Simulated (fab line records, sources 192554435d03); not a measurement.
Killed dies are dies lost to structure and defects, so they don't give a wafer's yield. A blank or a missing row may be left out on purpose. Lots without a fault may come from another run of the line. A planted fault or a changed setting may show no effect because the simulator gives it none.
A struck lot beside a sound one | flow n5_finfet | 16 steps out of a route of 1938
Sound: wafers L742.1, L742.4, L742.6. Struck: wafers L747.2, L747.4, L747.6. The cause comes at the end.
At each step with rows: each side's tool, then ch and its chambers, then its first start. Under that, the readings that differ: sound wafers | struck wafers | difference of the means | sigmas: that difference in standard deviations of wafers without a fault.
alike: readings whose means differ by less than 2 such deviations, and words and numbers that are the same on both sides. not compared: withheld readings, readings that some wafer has no value for, bounds like >300 that may hide the same value, and numbers for which the record gives no deviation and whose values overlap.
The two part at a step that has a row with sigmas, a row that says differs or no value, or rows on one side only. Numbers that don't overlap but have no deviation are shown without sigmas and don't part them. A reading that every wafer of one side lacks parts them only if that side has two wafers or more.

first, 1 step without rows for these wafers: N5_FIN_SAQP_STRIP_53 (strips in N2/H2).
N5_FIN_SAQP_HM_OPEN_73: chemistry CHF3/O2, target SiO2, stops on a-Si, target depth 12 nm, time 16.8 s.
  sound on rie_diel-02 ch 0,2, day 4 12:12; struck on rie_diel-06 ch 0,1,3, day 5 17:00
  reading                         | sound          | struck         | difference | sigmas
  showerhead_plenum_p_Torr (Torr) | 2.50 2.47 2.47 | 2.38 2.39 2.35 | -0.11      | -2
  alike: drypump_motor_current_A, oes_product_au, rf_vpp_V, throttle_valve_pct
  not compared: rf_hours_counter_h
then, 1 step without rows for these wafers: N5_FIN_SAQP_STRIP_74 (strips in CHF3/O2).
N5_FIN_SAQP_MANDREL_ETCH_22: etches a-Si in HBr/Cl2, stops on SiNx, target depth 60 nm, bt time 10 s, time 30 s.
  sound on rie_si-03 ch 0,3, day 4 12:17; struck on rie_si-03 ch 0,3, day 5 17:05
  alike: HBr_flow_sccm, drypump_motor_current_A, oes_product_au, throttle_valve_pct
  not compared: rf_hours_counter_h
then, 4 steps without rows for these wafers: N5_FIN_SAQP_STRIP_55 (strips in N2/H2); N5_FIN_SAQP_STRIP_23 (strips in SPM, time 750 s); N5_FIN_SAQP_SRD_66 (time 30 s); N5_FIN_SAQP_RECESS_75 (chemistry HF/NH3, target SiO2, target depth 14.4 nm, afs cycles 3, sublimation time 60 s).
N5_FIN_SAQP_SPACER1_ALD_24: deposits SiO2, target thk 20.3 nm, pulse time 1 s, purge time 2 s.
  sound on ald_sin-03 ch 1,3, day 4 13:05; struck on ald_sin-01 ch 0,3, day 5 17:55
  alike: heater_power_w, precursor_pulse_height_rel
N5_FIN_SAQP_SPACER1_ETCHBACK_25: etches SiO2 in CHF3/O2, target depth 24.4 nm, time 12.2 s.
  sound on rie_diel-06 ch 0,1,3, day 4 13:49; struck on rie_diel-02 ch 0,1,3, day 5 18:37
  alike: drypump_motor_current_A, oes_product_au, rf_vpp_V, showerhead_plenum_p_Torr, throttle_valve_pct
  not compared: rf_hours_counter_h
N5_FIN_SAQP_MANDREL1_REMOVE_56: chemistry HBr/Cl2/O2, target a-Si, stops on SiNx, bt time 10 s.
  sound on rie_si-03 ch 0,1,3, day 4 13:53; struck on rie_si-02 ch 0,1,2, day 5 18:43
  alike: HBr_flow_sccm, drypump_motor_current_A, oes_product_au, throttle_valve_pct
  not compared: rf_hours_counter_h
N5_FIN_SAQP_CD_MEAS_27: target cd 20 nm.
  sound on cd_sem-02 ch 0, day 4 14:00; struck on cd_sem-01 ch 0, day 5 18:50
  alike: cd_nm
N5_FIN_SAQP_ETCH_57: etches SiNx in CH3F/O2, target depth 32.5 nm, time 46.4 s.
  sound on rie_diel-02 ch 1,3, day 4 14:03; struck on rie_diel-04 ch 0,2,3, day 5 18:58
  reading               | sound          | struck         | difference | sigmas
  etch_rf_on_time_s (s) | 44.3 46.2 47.6 | 60.1 59.3 62.2 | +14.5      | +11
  alike: CH3F_flow_sccm, drypump_motor_current_A, oes_product_au, rf_vpp_V, showerhead_plenum_p_Torr, throttle_valve_pct
  not compared: rf_hours_counter_h
then, 1 step without rows for these wafers: N5_FIN_SAQP_ETCH_65 (etches SiO2 in CF4, target depth 4 nm, time 4.4 s).
-- the record jumps here: 6 days lie between the struck wafers' starts before and after (it left off in module FIN_SAQP and takes up again in module BEOL_M4, whose first step shown is number 1111 of the route) --
N5_BEOL_M4_RC_MEAS_101:
  sound on prober-01 ch 0, day 10 19:44; struck on prober-01 ch 0, day 11 22:28
  alike: DIBL_N, DIBL_P, IOFF_N, IOFF_P, ION_N, ION_P, SS_N, SS_P, VT_N, VT_P
-- the record jumps here: 5 days lie between the struck wafers' starts before and after (it left off in module BEOL_M4 and takes up again in module PASSIVATION, whose first step shown is number 1936 of the route) --
N5_PASSIVATION_PROBE_49:
  sound on prober-01, day 15 16:32; struck on prober-02, day 16 16:37
  reading                | sound | struck   | difference | sigmas
  killed_at_other        | 1     | 9 5 6    | +6         | +3
  sort_bin_4_leakage (%) | 0     | 0 0 1.78 | +1         | +4
  alike: defect_limited_yield, killed_at_M0_to_M3, killed_at_M4_up, killed_at_contacts, killed_at_front_end, killed_dies, killed_open, killed_short, sort_bin_5_function, sort_bin_6_memory, sort_bin_8_speed, sort_n_pass, sort_yield_pct

WHERE THEY PART
First at N5_FIN_SAQP_HM_OPEN_73; last, within this record, at N5_PASSIVATION_PROBE_49.

WHY: what the simulator had put in
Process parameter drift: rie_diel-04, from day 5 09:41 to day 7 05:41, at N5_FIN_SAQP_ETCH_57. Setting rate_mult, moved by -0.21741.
